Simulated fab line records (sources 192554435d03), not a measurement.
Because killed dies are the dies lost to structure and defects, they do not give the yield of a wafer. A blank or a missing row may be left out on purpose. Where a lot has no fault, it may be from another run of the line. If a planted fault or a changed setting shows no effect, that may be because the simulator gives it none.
A struck lot beside a sound one | flow n5-finfet | 16 steps out of a route of 1938
Sound: these wafers, L492.1, L492.3, L492.4. Wafers struck: L504.2, L504.3, L504.6. The cause is named last.
At each step with rows: each side's tool, then ch and its chambers, then its first start. Under that, the readings that differ: sound wafers | struck wafers | difference of the means | sigmas: that difference in standard deviations of wafers without a fault.
alike: readings whose means differ by less than 2 such deviations, and words and numbers that are the same on both sides. not compared: withheld readings, readings that some wafer has no value for, bounds like >300 that may hide the same value, and numbers for which the record gives no deviation and whose values overlap.
The two part at a step that has a row with sigmas, a row that says differs or no value, or rows on one side only. When numbers do not overlap yet have no deviation, they are printed without sigmas and do not part them. Lack of a reading on every wafer of one side parts them only where that side has two or more wafers.

N5_WELL_APT_OVL_MEAS_09:
  sound on overlay-02 ch 0, day 1 19:35; struck on overlay-02 ch 0, day 4 19:36
  alike: NWELL_OVL
N5_WELL_APT_INSPECT_10: inspects for defects (macro).
  sound on defect-inspect-01, day 1 19:37; struck on defect-inspect-01, day 4 19:37
  alike: raw-defect-count
N5_WELL_APT_DESCUM_13: chemistry O2, time 7.9 s.
  sound on rie-diel-02 ch 1,2,3, day 1 19:38; struck on rie-diel-03 ch 0,1, day 4 19:39
  alike: drypump-motor-current-A, oes-product-au, rf-vpp-V, showerhead-plenum-p-Torr, throttle-valve-pct
  not compared: rf-hours-counter-h
then, 9 steps without rows for these wafers: N5_WELL_APT_IMPLANT_14; N5_WELL_APT_IMPLANT_15; N5_WELL_APT_STRIP_16 (strips in SPM, time 900 s); N5_WELL_APT_HMDS_18 (time 60 s); N5_WELL_APT_COAT_19 (resist thk 950 nm); N5_WELL_APT_EBR_21; N5_WELL_APT_SOFTBAKE_20 (time 60 s); N5_WELL_APT_EXPOSE_22 (exposes mask PWELL, defocus 0 nm, target cd 200 nm); N5_WELL_APT_PEB_23 (peb time 90 s).
N5_WELL_APT_DEVELOP_24: develop time 45 s.
  struck on litho-track-04, day 4 23:00; sound on litho-track-01 ch 0, day 1 20:41
  no value came back on the struck wafers for chill-plate-temp-C (C), develop-time-s (s); on the sound wafers chill-plate-temp-C (C) reads 22.96 22.99 23.01
  reading                                    | sound             | struck          | difference | sigmas
  model.coat_of_WELL_APT_COAT_19.thk-nm (nm) | 940.2 936.6 934.1 | 945 947.5 944.3 | +9         |
then, 1 step without rows for these wafers: N5_WELL_APT_HARDBAKE_29 (time 120 s).
N5_WELL_APT_CD_MEAS_25 targets a cd of 200 nm.
  sound on cd-sem-01 ch 0, day 1 20:48; struck on cd-sem-03 ch 0, day 4 23:07
  reading    | sound             | struck | difference                    | sigmas
  cd-nm (nm) | 198.5 196.9 197.1 | - - -  | no value on the struck wafers |
N5_WELL_APT_OVL_MEAS_26:
  sound on overlay-01 ch 0, day 1 20:50; struck on overlay-01 ch 0, day 4 23:08
  reading        | sound | struck | difference                    | sigmas
  PWELL_OVL (nm) | 5 8 6 | - - -  | no value on the struck wafers |

== WHERE THEY PART ==
At N5_WELL_APT_DEVELOP_24 first; at N5_WELL_APT_OVL_MEAS_26 last (within this record only).

WHY: whatever the simulator had introduced
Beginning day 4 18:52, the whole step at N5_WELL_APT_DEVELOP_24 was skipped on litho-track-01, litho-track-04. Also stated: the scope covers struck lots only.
